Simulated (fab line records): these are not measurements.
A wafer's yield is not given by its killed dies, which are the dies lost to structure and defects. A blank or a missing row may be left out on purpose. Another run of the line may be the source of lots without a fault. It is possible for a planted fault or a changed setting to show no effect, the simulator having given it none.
Which tool is to blame? + flow nand-harc + 11 lots with 33 wafers sampled at 7 steps, on a route of 1302 steps

WHAT THE GAUGES READ, wafer by wafer
NHARC_A_ZERO_WELL_INSPECT_17.
| lot  | measured     | on                | raw-defect-count |
|------|--------------|-------------------|------------------|
| L934 | day 6 23:43  | defect-inspect-02 | 7 13 13          |
| L935 | day 7 04:43  | defect-inspect-02 | 11 9 6           |
| L945 | day 11 17:02 | defect-inspect-02 | 296 295 275      |
| L946 | day 11 19:38 | defect-inspect-01 | 297 306 320      |
| L947 | day 12 05:46 | defect-inspect-01 | 8 5 20           |
| L949 | day 12 20:29 | defect-inspect-01 | 19 6 7           |
| L950 | day 13 21:01 | defect-inspect-01 | 9 18 27          |
| L952 | day 14 16:07 | defect-inspect-02 | 15 11 12         |
| L953 | day 15 01:17 | defect-inspect-01 | 17 21 20         |
| L955 | day 15 10:58 | defect-inspect-02 | 13 8 11          |
| L954 | day 15 12:15 | defect-inspect-02 | 9 15 11          |

NHARC_A_SOURCE_PLATE_INSPECT_08.
| lot  | measured     | on                | raw-defect-count |
|------|--------------|-------------------|------------------|
| L934 | day 7 19:41  | defect-inspect-02 | 32 28 45         |
| L935 | day 8 02:55  | defect-inspect-02 | 77 73 39         |
| L945 | day 12 14:29 | defect-inspect-02 | 347 362 335      |
| L946 | day 12 14:30 | defect-inspect-01 | 344 350 365      |
| L947 | day 13 02:16 | defect-inspect-02 | 71 139 90        |
| L949 | day 13 16:27 | defect-inspect-02 | 47 69 22         |
| L950 | day 14 17:20 | defect-inspect-01 | 44 68 54         |
| L952 | day 15 12:08 | defect-inspect-01 | 60 64 55         |
| L953 | day 15 23:43 | defect-inspect-02 | 61 76 47         |
| L955 | day 16 07:21 | defect-inspect-02 | 61 70 49         |
| L954 | day 16 07:19 | defect-inspect-02 | 48 38 44         |

NHARC_A_ONON_D1_THK_MEAS_05: measures by ellipsometry.
| lot  | measured     | on            | thk-nm (nm)    |
|------|--------------|---------------|----------------|
| L934 | day 7 20:50  | film-metro-01 | 984 984 984    |
| L935 | day 8 04:04  | film-metro-01 | 994 993 992    |
| L945 | day 12 15:38 | film-metro-01 | 1006 1006 1007 |
| L946 | day 12 15:46 | film-metro-02 | 1012 1012 1012 |
| L947 | day 13 03:26 | film-metro-02 | 991 990 989    |
| L949 | day 13 17:35 | film-metro-01 | 1007 1006 1005 |
| L950 | day 14 18:28 | film-metro-02 | 998 997 1000   |
| L952 | day 15 13:17 | film-metro-02 | 986 987 984    |
| L953 | day 16 00:52 | film-metro-01 | 992 992 992    |
| L955 | day 16 08:43 | film-metro-01 | 1011 1010 1010 |
| L954 | day 16 08:27 | film-metro-01 | 1006 1006 1005 |

NHARC_END_SORT_01.
| lot  | measured     | on        | killed-at-array | killed-at-other | killed-at-periphery | killed-dies | killed-open | killed-short |
|------|--------------|-----------|-----------------|-----------------|---------------------|-------------|-------------|--------------|
| L945 | day 29 04:07 | prober-02 | 125 99 108      | 0 1 1           | 0 0 2               | 125 100 111 | 3 2 5       | 2 3 2        |
| L946 | day 29 03:16 | prober-01 | 87 77 96        | 0 0 0           | 1 1 1               | 88 78 97    | 2 6 2       | 0 1 1        |

TOOL THAT RAN EACH LOT (tool first, then ch and the chambers of the sampled wafers, then the start)
| lot  | NHARC_P_BONDPAD_DESCUM_11          | NHARC_P_BONDPAD_ETCH_12                       | NHARC_A_ZERO_WELL_STRIP_14          |
|------|------------------------------------|-----------------------------------------------|-------------------------------------|
| L934 | rie-diel-08 ch 0,2,3, day 6 18:22  | rie-diel-08 ch 1,3, day 6 22:47 or earlier    | wet-bench-05 ch 5,6,7, day 6 22:47  |
| L935 | rie-diel-11 ch 1,2,3, day 6 23:22  | rie-diel-11 ch 0,1, day 7 03:44 or earlier    | wet-bench-04 ch 4,5,7, day 7 03:44  |
| L945 | rie-diel-08 ch 1,2,3, day 11 11:44 | rie-diel-08 ch 0,2, day 11 16:07 or earlier   | wet-bench-04 ch 2,4,5, day 11 16:07 |
| L946 | rie-diel-08 ch 0,2,3, day 11 14:19 | rie-diel-08 ch 1,2,3, day 11 18:41 or earlier | wet-bench-04 ch 0,5,7, day 11 18:41 |
| L947 | rie-diel-08 ch 0,3, day 12 00:28   | rie-diel-08 ch 1,2,3, day 12 04:50 or earlier | wet-bench-06 ch 0,1,2, day 12 04:50 |
| L949 | rie-diel-08 ch 0,2,3, day 12 15:13 | rie-diel-08 ch 0,2,3, day 12 19:33 or earlier | wet-bench-06 ch 0,2,7, day 12 19:33 |
| L950 | rie-diel-11 ch 1,3, day 13 15:48   | rie-diel-11 ch 1,2, day 13 20:04 or earlier   | wet-bench-05 ch 0,2,5, day 13 20:04 |
| L952 | rie-diel-08 ch 0,1,2, day 14 10:46 | rie-diel-08 ch 1,2,3, day 14 15:08 or earlier | wet-bench-06 ch 0,4,7, day 14 15:08 |
| L953 | rie-diel-04 ch 0,2,3, day 14 19:49 | rie-diel-04 ch 0,1, day 15 00:21 or earlier   | wet-bench-05 ch 2,3,4, day 15 00:21 |
| L955 | rie-diel-08 ch 0,2, day 15 05:43   | rie-diel-08 ch 0,2, day 15 10:02 or earlier   | wet-bench-04 ch 3,4,5, day 15 10:02 |
| L954 | rie-diel-04 ch 0,1,3, day 15 06:57 | rie-diel-04 ch 0,1,2, day 15 11:18 or earlier | wet-bench-05 ch 1,4,5, day 15 11:18 |
- NHARC_P_BONDPAD_DESCUM_11: chemistry O2, time 3 s.
- NHARC_P_BONDPAD_ETCH_12: etches the open film in CHF3/O2, target depth 200 nm, time 100 s.
- NHARC_A_ZERO_WELL_STRIP_14: strips in SPM, time 900 s.

WHAT THE TOOLS THEMSELVES READ (means of the sampled wafers that have a number; where no wafer has one, the mark that the record gives instead)
NHARC_P_BONDPAD_DESCUM_11.
| lot  | tool        | drypump-motor-current-A (A) | oes-product-au (a.u.) | rf-vpp-V (V) | showerhead-plenum-p-Torr (Torr) | throttle-valve-pct (%) |
|------|-------------|-----------------------------|-----------------------|--------------|---------------------------------|------------------------|
| L934 | rie-diel-08 | 5.7                         | 1.005                 | 57.1         | 1.86                            | 11.313                 |
| L935 | rie-diel-11 | 5.2                         | 0.999                 | 57.4         | 1.85                            | 11.310                 |
| L945 | rie-diel-08 | 5.6                         | 0.999                 | 57.8         | 1.86                            | 11.303                 |
| L946 | rie-diel-08 | 5.7                         | 1.004                 | 57.9         | 1.86                            | 11.308                 |
| L947 | rie-diel-08 | 5.9                         | 1.004                 | 57.4         | 1.88                            | 11.306                 |
| L949 | rie-diel-08 | 5.7                         | 0.995                 | 57.0         | 1.86                            | 11.304                 |
| L950 | rie-diel-11 | 5.0                         | 1.007                 | 57.3         | 1.90                            | 11.317                 |
| L952 | rie-diel-08 | 5.7                         | 1.001                 | 57.8         | 1.88                            | 11.311                 |
| L953 | rie-diel-04 | 5.6                         | 1.004                 | 57.4         | 1.93                            | 11.312                 |
| L955 | rie-diel-08 | 5.9                         | 1.008                 | 57.2         | 1.88                            | 11.320                 |
| L954 | rie-diel-04 | 5.7                         | 0.999                 | 57.9         | 1.95                            | 11.314                 |

NHARC_P_BONDPAD_ETCH_12.
| lot  | tool        | drypump-motor-current-A (A) | oes-product-au (a.u.) | rf-vpp-V (V) | showerhead-plenum-p-Torr (Torr) | throttle-valve-pct (%) |
|------|-------------|-----------------------------|-----------------------|--------------|---------------------------------|------------------------|
| L934 | rie-diel-08 | 5.7                         | 0.978                 | 370.1        | 2.39                            | 20.579                 |
| L935 | rie-diel-11 | 5.7                         | 0.917                 | 370.3        | 2.36                            | 20.569                 |
| L945 | rie-diel-08 | 5.6                         | 0.924                 | 368.3        | 2.30                            | 20.572                 |
| L946 | rie-diel-08 | 5.6                         | 0.929                 | 368.3        | 2.33                            | 20.575                 |
| L947 | rie-diel-08 | 5.6                         | 0.927                 | 369.2        | 2.33                            | 20.582                 |
| L949 | rie-diel-08 | 5.7                         | 0.926                 | 369.0        | 2.33                            | 20.575                 |
| L950 | rie-diel-11 | 5.4                         | 0.979                 | 367.4        | 2.27                            | 20.573                 |
| L952 | rie-diel-08 | 5.5                         | 0.915                 | 368.9        | 2.33                            | 20.565                 |
| L953 | rie-diel-04 | 5.8                         | 0.925                 | 371.5        | 2.42                            | 20.580                 |
| L955 | rie-diel-08 | 5.9                         | 0.959                 | 369.5        | 2.36                            | 20.569                 |
| L954 | rie-diel-04 | 5.7                         | 0.920                 | 371.3        | 2.43                            | 20.576                 |

THE ANSWER, worked out from the rows above alone
Rule: the usual values come from the lots themselves. The widest of any qualifying gaps counts: lots, ordered by their means at a reading, are off when they make up no more than a third of the lots, leave a main group of 4 or more, and stand apart from it by 3 or more times the standard deviation of that group's means. A main group whose means are all the same, to the digits that the tables above print for the reading, isn't used. A lot without any number at a reading at which 4 lots or more have one is off too. The other lots that the step has rows for count as sound. The gauges are gone through in route order, then the tools' own readings, and for those a lot's mean is taken as printed above. At the first step where some lot is off, the reading lying furthest off is the one used; lots without a number count as furthest.
Off at NHARC_A_ZERO_WELL_INSPECT_17 (raw-defect-count): L945, L946. For the main group the mean is 13 and the standard deviation 3.4.
If a tool, at a process step before that reading, ran all the lots that are off and no sound lot after the first of them, it fits. The gauges at NHARC_A_ZERO_WELL_INSPECT_17 are tried like those tools. Because NHARC_P_BONDPAD_ETCH_12 lacks a start for some lots, the hours and order of its lots are taken from NHARC_A_ZERO_WELL_STRIP_14. Not one of the candidates tried fits.

WHAT THE SIMULATOR HAD INSERTED
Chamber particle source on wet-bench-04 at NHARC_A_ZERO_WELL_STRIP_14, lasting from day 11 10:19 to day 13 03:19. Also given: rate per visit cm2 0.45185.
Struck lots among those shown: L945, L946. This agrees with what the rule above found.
